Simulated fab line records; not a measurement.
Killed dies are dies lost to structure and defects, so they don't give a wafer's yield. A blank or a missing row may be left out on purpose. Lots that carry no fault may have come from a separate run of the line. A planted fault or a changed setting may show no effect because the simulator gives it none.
A struck lot beside a sound one    flow n5 finfet    16 steps out of a route of 1938
Sound: these wafers, L990.2, L990.3, L990.4. Wafers struck: L101.3, L101.4, L101.6. The cause comes at the end.
For every step that has rows: the tool of each side, followed by ch and its chambers, followed by its first start. Under that, the readings that differ: sound wafers    struck wafers    difference of the means    sigmas: that difference in standard deviations of wafers without a fault.
alike: readings whose means differ by less than 2 such deviations, and words and numbers that are the same on both sides. not compared: withheld readings, readings that some wafer has no value for, bounds like >300 that may hide the same value, and numbers for which the record gives no deviation and whose values overlap.
A row with sigmas, a row that says differs or no value, or rows on one side alone: a step with any of these is where the two part. Non-overlapping numbers with no deviation appear without sigmas and do not part them. A reading that every wafer of one side lacks parts them only if that side has two wafers or more.

N5_BEOL_M3_INSPECT_30: inspects for defects (brightfield).
  struck on defect inspect-02, day 11 15:03; sound on defect inspect-02, day 9 04:01
  alike: raw defect count
N5_BEOL_M3_DESCUM_33: chemistry O2, time 7 s.
  sound on rie diel-01 ch 0,2,3, day 9 04:04; struck on rie diel-02 ch 0,1,3, day 11 15:33
  alike: drypump motor current A, o2 flow sccm, oes product au, rf vpp V, showerhead plenum p Torr, throttle valve pct
  not compared: rf hours counter h
then, 2 steps without rows for these wafers: N5_BEOL_M3_ETCH_77 (etches underlayer in N2/H2, target depth 6.5 nm, time 5.2 s); N5_BEOL_M3_ETCH_69 (etches SiARC in CF4, target depth 15.6 nm, time 26 s).
N5_BEOL_M3_ALD_98: deposits SiO2, target thk 2.5 nm, pulse time 1 s, co reactant pulse time 1 s.
  sound on ald sin-04 ch 0,2,3, day 9 04:11; struck on ald sin-02 ch 0,2, day 11 15:41
  alike: heater power w, precursor pulse height rel
N5_BEOL_M3_ETCHBACK_99: etches SiO2 in CHF3, target depth 5 nm, time 10.4 s.
  sound on rie diel-06 ch 1,2,3, day 9 05:04; struck on rie diel-06 ch 1,2, day 11 20:19
  alike: drypump motor current A, oes_ar_750_au, oes_f_703_au, oes product au, rf vpp V, showerhead plenum p Torr, throttle valve pct
  not compared: rf hours counter h
N5_BEOL_M3_ETCH_70: etches SOC in N2/H2, target depth 80 nm, overetch 16 nm, time 120 s.
  sound on rie diel-06 ch 1,2,3, day 9 05:06; struck on rie diel-06 ch 1,2, day 11 20:21
  alike: bias w, drypump motor current A, n2 flow sccm, oes product au, rf vpp V, showerhead plenum p Torr, throttle valve pct
  not compared: rf hours counter h
then, 4 steps without rows for these wafers: N5_BEOL_M3_STRIP_71 (strips in N2/H2); N5_BEOL_M3_STRIP_78 (strips in N2/H2); N5_BEOL_M3_VIA_ETCH_34 (etches the open film in C4F6/O2, target depth 69.4 nm, time 65.9 s); N5_BEOL_M3_STRIP_83 (strips in C4F6/O2).
N5_BEOL_M3_STRIP_36: strips in N2/H2.
  sound on rie diel-06 ch 1,2,3, day 9 05:16; struck on rie diel-06 ch 1,2, day 11 20:31
  alike: drypump motor current A, n2 flow sccm, oes product au, rf vpp V, showerhead plenum p Torr, throttle valve pct
  not compared: rf hours counter h
N5_BEOL_M3_TRENCH_ETCH_37: etches SiOC in C4F6/O2, target depth 55.555 nm, time 29.2 s.
  sound on rie diel-06 ch 1,2,3, day 9 05:18; struck on rie diel-06 ch 1,2, day 11 20:33
reading                              sound              struck             difference  sigmas
bias w (W)                           184.2 184.6 185.3  169.8 169.6 170.1  -14.9       -27
rf vpp V (V)                         650 661 650        610 609 611        -44         -6
model.BEOL_M3.feature depth nm (nm)  55.2 54.4 55.4     53.2 53.6 53.8     -1.5        
model.etch.depth nm (nm)             55.15 54.46 55.35  53.22 53.69 53.71  -1.45       
  alike: drypump motor current A, oes_ar_750_au, oes_f_703_au, oes product au, showerhead plenum p Torr, throttle valve pct
  not compared: rf hours counter h
then, 1 step without rows for these wafers: N5_BEOL_M3_ETCH_41 (etches SiCN in CH3F/O2, target depth 29.9 nm, time 52.5 s).
N5_BEOL_M4_RC_MEAS_101:
  sound on prober-01 ch 0, day 9 21:16; struck on prober-01 ch 0, day 12 14:14
  alike: DIBL_N, DIBL_P, IOFF_N, IOFF_P, ION_N, ION_P, SS_N, SS_P, VT_N, VT_P
-- here the record skips 4 days between the struck wafers' starts before and after, leaving off in module BEOL_M4 and picking up in module PASSIVATION (first step shown: number 1936 of the route) --
N5_PASSIVATION_PROBE_49:
  struck on prober-02, day 16 16:49; sound on prober-01, day 14 07:24
  alike: defect limited yield, killed_at_M0_to_M3, killed_at_M4_up, killed at contacts, killed at front end, killed at other, killed dies, killed on rim, killed open, killed short, sort_bin_5_function, sort_bin_6_memory, sort n pass, sort yield pct

== WHERE THEY PART ==
Only at N5_BEOL_M3_TRENCH_ETCH_37, within this record. Later steps at which nothing parts them and some readings are alike: N5_BEOL_M4_RC_MEAS_101, N5_PASSIVATION_PROBE_49.

WHY: the cause the simulator had injected
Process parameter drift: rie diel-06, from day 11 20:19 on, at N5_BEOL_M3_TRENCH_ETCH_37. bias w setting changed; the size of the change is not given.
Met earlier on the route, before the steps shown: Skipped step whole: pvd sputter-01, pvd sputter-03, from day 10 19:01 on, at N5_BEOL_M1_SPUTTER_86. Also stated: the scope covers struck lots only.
